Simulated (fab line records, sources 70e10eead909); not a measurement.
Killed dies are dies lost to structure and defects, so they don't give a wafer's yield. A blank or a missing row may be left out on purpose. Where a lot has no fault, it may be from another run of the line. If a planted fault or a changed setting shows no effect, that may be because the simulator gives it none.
fab line records ; flow nand-harc
record: lots: 5; wafers: 15; last-day: 24
route steps=1159 shown P_GATE@155 END@1159
lots with no fault: from the same line, run without faults
start-h: start of the lot's first displayed wafer, in hours after the record's first day ; wait-h: time in hours since the lot's previous step ; " the same as in the row above ; L1.1+2: a row that stands for several wafers ; - no value, or no start was given ; * or withheld: withheld ; < > ~ a bound
route shown NAME@n: a module of which the file shows steps, and the number in the route of the first ; usual: mean/standard deviation of fault-free wafers ; same: alike in all rows ; chamber/n: place in a boat ; sites: per-site readings ; _std_site: standard deviation across them ; _edge_site: mean of outer sites minus mean of inner sites ; radius-mm: how far each site lies from the wafer's centre ; mask NAME#n: copy n ; behind: the most recent tool/chamber to have shaped the wafer ; hold: the reason the lot was held/the length of the hold in hours/how it ended ; device: the transistor (n, p or np) that didn't switch ; end of line: at the end of the route, the tests of the same wafers ; a step with no rows: only its recipe ; killed: not the wafer's yield, but the dies lost to structure and defects at the first sort ; map: a wafer's dies, x killed, . not, _ none there
set.NAME: the setting the step ran with; set.NAME@STEP: the setting that earlier step ran with ; model.NAME: the simulator's own value behind a step, which no gauge read
a table for each step, a row for each wafer; lots at some steps of the route
services: from which hour (start-h, from the record's first day; less than 0 if before it) a tool's chamber was out of use, for how many hours, and why
== steps ==
step: NHARC_P_GATE_ALD_36
recipe: target-thk-a: 200; pulse-time-s: 60; ald-cycles: 223; temp-c: 400; material: SiNx
usual: heater-power-outer-w: 472/41; heater-power-w: 779/63; precursor-pulse-height-rel: 1.001/0.02
lot.wafer;tool;chamber;start-h;wait-h;heater-power-outer-w;heater-power-w;precursor-pulse-height-rel
L530.4;ald-sin-01;0;113.31;-;451;750;0.990
L530.1;ald-sin-01;1;114.38;-;432;757;1.011
L530.6;ald-sin-01;3;116.51;-;493;838;1.006
L532.1;ald-sin-01;3;128.66;-;472;847;0.985
L532.3;ald-sin-01;0;129.70;-;427;717;0.989
L532.5;ald-sin-01;1;130.73;-;449;749;1.016
L534.2;ald-sin-04;1;145.10;-;494;781;1.011
L534.4;ald-sin-04;2;146.51;-;520;798;0.965
L534.6;ald-sin-04;1;149.33;-;500;764;1.003
L545.4;ald-sin-02;0;199.42;-;394;685;1.016
L545.3;ald-sin-02;1;200.47;-;506;802;0.969
L545.5;ald-sin-02;0;203.60;-;396;693;0.997
L549.3;ald-sin-01;3;224.20;-;455;786;0.943
L549.1;ald-sin-01;0;225.26;-;438;707;1.030
L549.5;ald-sin-01;3;228.43;-;445;765;0.997
step: NHARC_P_GATE_ETCHBACK_37
recipe: target-depth-a: 345; time-s: 17.2; chf3-flow-sccm: 50; o2-flow-sccm: 10; ar-flow-sccm: 200; rf-w: 500; bias-w: 200; chemistry: CHF3/O2
usual: drypump-motor-current-A: 5.9/0.39; oes-product-au: 0.94/0.035; rf-vpp-V: 370.7/2.9; showerhead-plenum-p-Torr: 2.40/0.12; throttle-valve-pct: 20.572/0.0094
lot.wafer;tool;chamber;start-h;wait-h;drypump-motor-current-A;oes-product-au;rf-hours-counter-h;rf-vpp-V;showerhead-plenum-p-Torr;throttle-valve-pct
L530.1;rie-diel-03;1;-;-;6.1;0.92;14;365.4;2.27;20.589
L530.4;rie-diel-03;3;-;-;6.7;0.90;14;370.4;2.35;20.574
L530.6;rie-diel-03;2;-;-;5.5;0.91;-;373.2;2.54;20.569
L532.1;rie-diel-12;0;-;-;6.1;1.01;37;373.8;2.52;20.562
L532.3;rie-diel-12;3;-;-;5.5;0.98;36;372.0;2.50;20.559
L532.5;rie-diel-12;0;-;-;6.1;1.01;-;372.8;2.52;20.569
L534.2;rie-diel-03;2;-;-;5.6;0.91;19;375.1;2.54;20.581
L534.6;rie-diel-03;2;-;-;5.6;0.91;-;371.9;2.54;20.590
L534.4;rie-diel-03;0;-;-;5.9;0.93;-;368.4;2.40;20.556
L545.3;rie-diel-11;2;-;-;6.1;0.98;5;375.9;2.60;20.576
L545.4;rie-diel-11;3;-;-;6.6;0.99;5;365.3;2.27;20.591
L545.5;rie-diel-11;0;-;-;5.8;0.99;-;369.3;2.30;20.581
L549.3;rie-diel-11;1;-;-;5.7;0.93;14;373.4;2.57;20.567
L549.1;rie-diel-11;0;-;-;5.8;0.92;16;367.6;2.29;20.573
L549.5;rie-diel-11;2;-;-;6.1;0.91;-;373.7;2.59;20.579
step: NHARC_P_GATE_STRIP_101
recipe: time-s: 20; o2-flow-sccm: 500; ar-flow-sccm: 0; bias-w: 0; chemistry: O2
usual: drypump-motor-current-A: 5.9/0.39; oes-product-au: 0.995/0.013; rf-vpp-V: 57.7/1; showerhead-plenum-p-Torr: 3.52/0.18; throttle-valve-pct: 17.036/0.0094
lot.wafer;tool;chamber;start-h;wait-h;drypump-motor-current-A;oes-product-au;rf-hours-counter-h;rf-vpp-V;showerhead-plenum-p-Torr;throttle-valve-pct
L530.4;rie-diel-03;1;121.91;0.1;6.1;1.000;14;57.5;3.33;17.056
L530.1;rie-diel-03;2;121.91;0.1;5.6;0.978;12;57.3;3.73;17.035
L530.6;rie-diel-03;0;121.91;0.1;6.0;0.989;-;58.1;3.52;17.046
L532.3;rie-diel-12;1;136.08;0.1;6.0;1.026;38;55.7;3.30;17.049
L532.1;rie-diel-12;2;136.08;0.1;5.3;0.998;37;57.6;3.38;17.036
L532.5;rie-diel-12;2;136.08;0.1;5.3;1.000;-;57.4;3.38;17.032
L534.2;rie-diel-03;0;154.49;0.6;5.9;0.986;23;56.7;3.52;17.035
L534.6;rie-diel-03;2;154.49;0.6;5.6;0.984;-;58.4;3.72;17.030
L534.4;rie-diel-03;0;154.49;0.6;5.9;0.987;-;57.8;3.52;17.030
L545.4;rie-diel-11;0;209.00;0.1;5.8;0.991;6;57.9;3.38;17.047
L545.3;rie-diel-11;1;209.00;0.1;5.7;1.002;5;57.1;3.78;17.034
L545.5;rie-diel-11;3;209.00;0.1;6.6;0.987;-;56.9;3.34;17.042
L549.1;rie-diel-11;0;232.77;0.1;5.8;1.007;16;58.5;3.37;17.051
L549.3;rie-diel-11;1;232.77;0.1;5.7;1.033;14;59.4;3.77;17.034
L549.5;rie-diel-11;3;232.77;0.1;6.6;1.010;-;56.0;3.34;17.026
step: NHARC_P_GATE_PRECLEAN_97
recipe: time-s: 600; temp-c: 120; chemistry: SPM
step: NHARC_P_GATE_SRD_98
step: NHARC_P_GATE_PRECLEAN_99
recipe: time-s: *; temp-c: 50; bath-age-min: 0; chemistry: SC1
step: NHARC_P_GATE_SRD_100
step: NHARC_P_GATE_DEHYDRATE_38
recipe: temp-c: 150; time-s: 120
step: NHARC_P_GATE_HMDS_39
recipe: time-s: 30
step: NHARC_P_GATE_COAT_40
recipe: spin-rpm: 3000
step: NHARC_P_GATE_SOFTBAKE_41
recipe: temp-c: 122; time-s: 95
step: NHARC_P_GATE_EBR_42
step: NHARC_P_GATE_EXPOSE_43
recipe: na: 0.6; target-cd-nm: 720; dose-mj: 14.81; mask-id: P_NSD
lot.wafer;tool;chamber;start-h;wait-h;mask
L530.1+4+6;krf-scanner-04;0;122.75;-;P_NSD#0
L532.1+3+5;krf-scanner-02;0;136.85;-;P_NSD#0
L534.2+4+6;krf-scanner-02;0;155.27;-;P_PSD#0
L545.3+4+5;krf-scanner-02;0;209.77;-;P_NSD#0
L549.1+3+5;krf-scanner-04;0;233.40;-;P_NSD#0
step: NHARC_P_GATE_PEB_44
recipe: peb-temp-c: 118; peb-time-s: 85
step: NHARC_P_GATE_DEVELOP_45
recipe: time-s: 70
step: NHARC_P_GATE_CD_MEAS_46
recipe: target-cd-nm: 720; landing-energy-ev: 500
usual: cd-nm: 719.5/1.9
lot.wafer;tool;chamber;start-h;wait-h;cd-nm
L530.1;cd-sem-02;0;122.90;-;719.5
L530.4;cd-sem-02;0;122.90;-;719.4
L530.6;cd-sem-02;0;122.90;-;721.0
L532.1;cd-sem-03;0;137.01;-;719.9
L532.3;cd-sem-03;0;137.01;-;719.0
L532.5;cd-sem-03;0;137.01;-;719.0
L534.2;cd-sem-03;0;155.43;-;-
L534.4;cd-sem-03;0;155.43;-;-
L534.6;cd-sem-03;0;155.43;-;-
L545.3;cd-sem-02;0;209.93;-;721.5
L545.4;cd-sem-02;0;209.93;-;721.8
L545.5;cd-sem-02;0;209.93;-;724.7
L549.1;cd-sem-01;0;233.56;-;720.9
L549.3;cd-sem-01;0;233.56;-;717.8
L549.5;cd-sem-01;0;233.56;-;718.0
step: NHARC_P_GATE_HARDBAKE_47
recipe: temp-c: 125; time-s: 80
step: NHARC_END_SORT_01
recipe: temp-c: 25
usual: killed-at-array: 25/10; killed-at-other: 0.6/0.91; killed-at-periphery: 3.6/2.9; killed-dies: 29/10; killed-open: 3.3/2; killed-short: 1.9/1.5
same: gross-dies: 677
lot.wafer;tool;chamber;start-h;wait-h;killed-at-array;killed-at-other;killed-at-periphery;killed-dies;killed-open;killed-short
L534.2;prober-02;0;492.45;2.8;25;0;652;677;3;0
L534.4;prober-02;0;494.04;3.4;23;0;654;677;3;2
L534.6;prober-02;0;495.64;4.0;27;0;650;677;3;2
killed by level:class
L534.2 P_GATE:area-expose=650 A_SLIT:chamber-film-flake=13 A_CONTACT:chamber-film-flake=6 A_CHANNEL_HOLE_D1:chamber-film-flake=3 P_CONTACT:geometric-particle:open=1 A_SOURCE_PLATE:geometric-particle:open=1 A_WL_FILL:geometric-particle:open=1 P_CONTACT:chamber-film-flake=1
L534.4 P_GATE:area-expose=651 A_SLIT:chamber-film-flake=14 A_CHANNEL_HOLE_D1:chamber-film-flake=2 A_STAIRCASE:chamber-film-flake=2 A_CONTACT:chamber-film-flake=2 P_STI:geometric-particle:open=1 P_M1:geometric-particle:short=1 A_SOURCE_PLATE:geometric-particle:open=1
L534.6 P_GATE:area-expose=649 A_SLIT:chamber-film-flake=12 A_CONTACT:chamber-film-flake=6 A_CHANNEL_HOLE_D1:chamber-film-flake=3 A_STAIRCASE:chamber-film-flake=2 P_M1:geometric-particle:short=1 A_WL_FILL:geometric-particle:open=1 A_CONTACT:geometric-particle:open=1
map L534.2 (x killed, . not)
____________x____________
_________xxxxxxx_________
_______xxxxxxxxxxx_______
______xxxxxxxxxxxxx______
_____xxxxxxxxxxxxxxx_____
____xxxxxxxxxxxxxxxxx____
____xxxxxxxxxxxxxxxxx____
___xxxxxxxxxxxxxxxxxxx___
___xxxxxxxxxxxxxxxxxxx___
__xxxxxxxxxxxxxxxxxxxxx__
__xxxxxxxxxxxxxxxxxxxxx__
_xxxxxxxxxxxxxxxxxxxxxxx_
_xxxxxxxxxxxxxxxxxxxxxxx_
_xxxxxxxxxxxxxxxxxxxxxxx_
_xxxxxxxxxxxxxxxxxxxxxxx_
_xxxxxxxxxxxxxxxxxxxxxxx_
xxxxxxxxxxxxxxxxxxxxxxxxx
xxxxxxxxxxxxxxxxxxxxxxxxx
xxxxxxxxxxxxxxxxxxxxxxxxx
xxxxxxxxxxxxxxxxxxxxxxxxx
xxxxxxxxxxxxxxxxxxxxxxxxx
_xxxxxxxxxxxxxxxxxxxxxxx_
_xxxxxxxxxxxxxxxxxxxxxxx_
_xxxxxxxxxxxxxxxxxxxxxxx_
_xxxxxxxxxxxxxxxxxxxxxxx_
_xxxxxxxxxxxxxxxxxxxxxxx_
__xxxxxxxxxxxxxxxxxxxxx__
__xxxxxxxxxxxxxxxxxxxxx__
___xxxxxxxxxxxxxxxxxxx___
___xxxxxxxxxxxxxxxxxxx___
____xxxxxxxxxxxxxxxxx____
____xxxxxxxxxxxxxxxxx____
_____xxxxxxxxxxxxxxx_____
______xxxxxxxxxxxxx______
_______xxxxxxxxxxx_______
_________xxxxxxx_________
____________x____________
map L532.3 (x killed, . not)
____________.____________
_________......._________
_______..........._______
______........x....______
_____..............._____
____.................____
____.................____
___..........x........___
___...................___
__.....................__
__.....................__
_......................._
_......................._
_......................._
_.............x........._
_x...........x.........._
............x............
x..x................x....
..x........x.x...........
.x........xxxx...x....x..
.x.x.......x.............
_..........x............_
_.xxx......xx...x......._
_.........x......x......_
_..........xx.x........._
_........x........x....._
__.....................__
__.....................__
___...................___
___..............x....___
____...x.........x...____
____.................____
_____..............._____
______.........x...______
_______..........._______
_________......._________
____________.____________
== services ==
tool;chamber;start-h;hours;kind
krf-scanner-04;-;89.32;19.1;repair
rie-diel-11;0;95.09;-;clean
rie-diel-11;1;95.09;-;clean
rie-diel-11;2;95.09;-;clean
rie-diel-11;3;95.09;-;clean
rie-diel-03;0;96.32;-;clean
rie-diel-03;1;96.32;-;clean
rie-diel-03;2;96.32;-;clean
rie-diel-03;3;96.32;-;clean
krf-scanner-02;-;98.81;0.7;repair
rie-diel-11;1;104.11;4.5;repair
ald-sin-04;3;119.35;5.6;repair
krf-scanner-04;-;126.00;4.0;pm
ald-sin-04;0;135.17;11.4;repair
ald-sin-04;1;139.08;3.2;repair
rie-diel-03;3;148.73;7.9;repair
rie-diel-11;-;155.07;0.5;repair
ald-sin-04;2;167.51;3.1;repair
ald-sin-04;-;187.24;10.0;pm
rie-diel-11;-;189.52;9.0;pm
rie-diel-12;-;202.53;9.0;pm
krf-scanner-04;-;204.44;0.3;repair
rie-diel-03;-;215.30;9.0;pm
krf-scanner-02;-;227.06;4.0;pm
== key ==
first-sign: step: NHARC_P_GATE_EXPOSE_43; reading: mask; direction: changed
effect: step: NHARC_P_GATE_CD_MEAS_46; reading: cd-nm; direction: missing
effect: step: NHARC_END_SORT_01; reading: killed-at-periphery; direction: up; sigmas: 99+; usual: 3.6; struck: 652
more-kills-born-at: NHARC_P_GATE_EXPOSE_43@krf-scanner-02: 1950
met-at NHARC_P_GATE_EXPOSE_43
struck-wafers L534.2,L534.4,L534.6
later-rows-left-out L534.2,L534.4,L534.6
tester-left-out L534
onset-between 136.85 155.27
fault: kind: wrong-mask; tool: any; chamber: -; onset-h: 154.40; steps: NHARC_P_GATE_EXPOSE_43; aux-copy: P_PSD#0; scope: struck-lots-only
tester-left-out: of these lots the tester's yield and bins aren't shown, on N5 and GAA mostly nor the transistor test; their killed dies are dies lost to structure and defects alone, not to doping, threshold or leakage, so they don't give the yield
later-rows-left-out: the simulator's readings of these wafers behind a module that went badly wrong aren't trusted and aren't shown, but for the sort
